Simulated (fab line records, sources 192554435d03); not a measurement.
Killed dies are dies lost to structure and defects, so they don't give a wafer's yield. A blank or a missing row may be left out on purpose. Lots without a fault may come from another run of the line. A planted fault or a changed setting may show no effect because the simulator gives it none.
Split-lot experiment | flow n5_finfet | 7 lots, 21 wafers read, on a route of 1938 steps

THE SPLIT
At N5_SD_EPI_P_EPI_21 (deposits SiGe:B, time 355 s), the setting time_s was moved away from the recipe's 355 s on 4 of the 21 wafers read, by -13.4% to +13.9%. The other wafers ran this setting at the recipe's value.

FROM THE SPLIT TO THE READING: what the file shows between them, 4 steps
- N5_SD_EPI_P_HM_STRIP_48: strips SiNx in H3PO4, material SiNx, target depth 3 nm
- N5_SD_EPI_P_SRD_49: time 30 s
- N5_SD_EPI_P_PRECLEAN_24: cleans in O3/DIW, time 45 s
- N5_SD_ACTIVATION_LSA_01: time 0.0008 s (also split here: temp_c)

THE READING
RS_SD_P, in ohm/sq, at N5_SD_ACTIVATION_RS_MEAS_03 (measures by four-point-probe). Fault-free wafers of this fab line usually give 56.2 ohm/sq, standard deviation 0.97 ohm/sq.

wafer  | tool, chamber at the split | time_s as run, s | against the recipe | RS_SD_P, ohm/sq | against lot-mates on the recipe
L077.2 | epi_rpcvd-01, 0            | 355              | recipe             | 58.6            | -
L077.3 | epi_rpcvd-01, 0            | 355              | recipe             | 58.1            | -
L077.5 | epi_rpcvd-01, 0            | 307.6            | -13.4%             | 65.4            | +7.1
L079.2 | epi_rpcvd-03, 0            | 355              | recipe             | 57.7            | -
L079.4 | epi_rpcvd-03, 0            | 355              | recipe             | 57.0            | -
L079.6 | epi_rpcvd-03, 0            | 372.6            | +5.0%              | 53.6            | -3.8
L081.4 | epi_rpcvd-04, 0            | 355              | recipe             | 55.1            | -
L081.5 | epi_rpcvd-04, 0            | 355              | recipe             | 55.5            | -
L081.6 | epi_rpcvd-04, 0            | 355              | recipe             | 54.7            | -
L083.2 | epi_rpcvd-03, 0            | 355              | recipe             | 54.9            | -
L083.3 | epi_rpcvd-03, 0            | 355              | recipe             | 55.2            | -
L083.5 | epi_rpcvd-03, 0            | 355              | recipe             | 54.5            | -
L084.1 | epi_rpcvd-04, 0            | 355              | recipe             | 55.9            | -
L084.4 | epi_rpcvd-04, 0            | 404.4            | +13.9%             | 51.0            | -4.9
L084.6 | epi_rpcvd-04, 0            | 404.4            | +13.9%             | 51.9            | -4.0
L090.3 | epi_rpcvd-04, 0            | 355              | recipe             | 55.5            | -
L090.4 | epi_rpcvd-04, 0            | 355              | recipe             | 55.8            | -
L090.5 | epi_rpcvd-04, 0            | 355              | recipe             | 56.1            | -
L092.1 | epi_rpcvd-03, 0            | 355              | recipe             | 56.8            | -
L092.2 | epi_rpcvd-03, 0            | 355              | recipe             | 56.6            | -
L092.4 | epi_rpcvd-03, 0            | 355              | recipe             | 56.2            | -

THE FIT
A straight line over all 21 wafers: RS_SD_P changes by -0.462 ohm/sq for each +1% of time_s; r = -0.88; the points scatter about the line by 1.4 ohm/sq.
The same after taking each lot's own level away (the mean of its wafers on the recipe; 21 wafers): -0.404 ohm/sq for each +1%; r = -0.95; scatter 0.73 ohm/sq.
On that fit, the largest move of time_s shifts the reading by 5.6 ohm/sq.
The lots' own levels span 54.87 to 58.35 ohm/sq, that is 3.6 times the standard deviation above.
So the lot-to-lot level changes the slope: the two fits differ.
Check: with one of the wafers moved furthest among these (+13.9%) left out of the fit, the line predicts -5.84 ohm/sq for it against its lot-mates. It came out at -4.9 ohm/sq against them.

OTHER SPLITS ON THESE WAFERS
These wafers also went through other splits before the reading. Each is held against what the fit with the lots' levels taken away leaves over:
other split on the same wafers            | wafers away from the commonest value | r with RS_SD_P (lot level and that fit taken away)
N5_ZERO_LAYER_DEVELOP_10 develop_time_s   | 6                                    | -0.61
N5_PMOS_HMC_CHANNEL_EPI_EXPOSE_06 dose_mj | 5                                    | +0.01
N5_PMOS_HMC_CHANNEL_EPI_DESCUM_14 time_s  | 8                                    | +0.21
N5_FIN_CUT_CUT_ETCH_15 time_s             | 8                                    | -0.09
N5_DUMMY_GATE_ETCH_37 source_w            | 6                                    | -0.38
N5_DUMMY_GATE_ETCH_31 target_depth_a      | 5                                    | +0.09
N5_SD_ACTIVATION_LSA_01 temp_c            | 8                                    | -0.29

THE WHOLE CHAIN: every reading that the file lists as answering this split, in the file's order
step                        | what it does                 | reading                                                                           | change (the file's fit)               | r (the file's)
N5_SD_EPI_P_EPI_21          | deposits SiGe:B, time 355 s  | SiGe-B_of_SD_EPI_P_EPI_21.thk_nm (the simulator's own value, which no gauge read) | +0.408 nm for each +1% of the setting | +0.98
N5_SD_EPI_P_PRECLEAN_24     | cleans in O3/DIW, time 45 s  | SiGe-B_of_SD_EPI_P_EPI_21.thk_nm (the simulator's own value, which no gauge read) | +0.404 nm for each +1% of the setting | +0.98
N5_SD_ACTIVATION_RS_MEAS_03 | measures by four-point-probe | RS_SD_P                                                                           | -0.44 for each +1% of the setting     | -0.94

THE FILE'S OWN FIT
RS_SD_P changes by -0.44 ohm/sq for each +1% of time_s, r = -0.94.
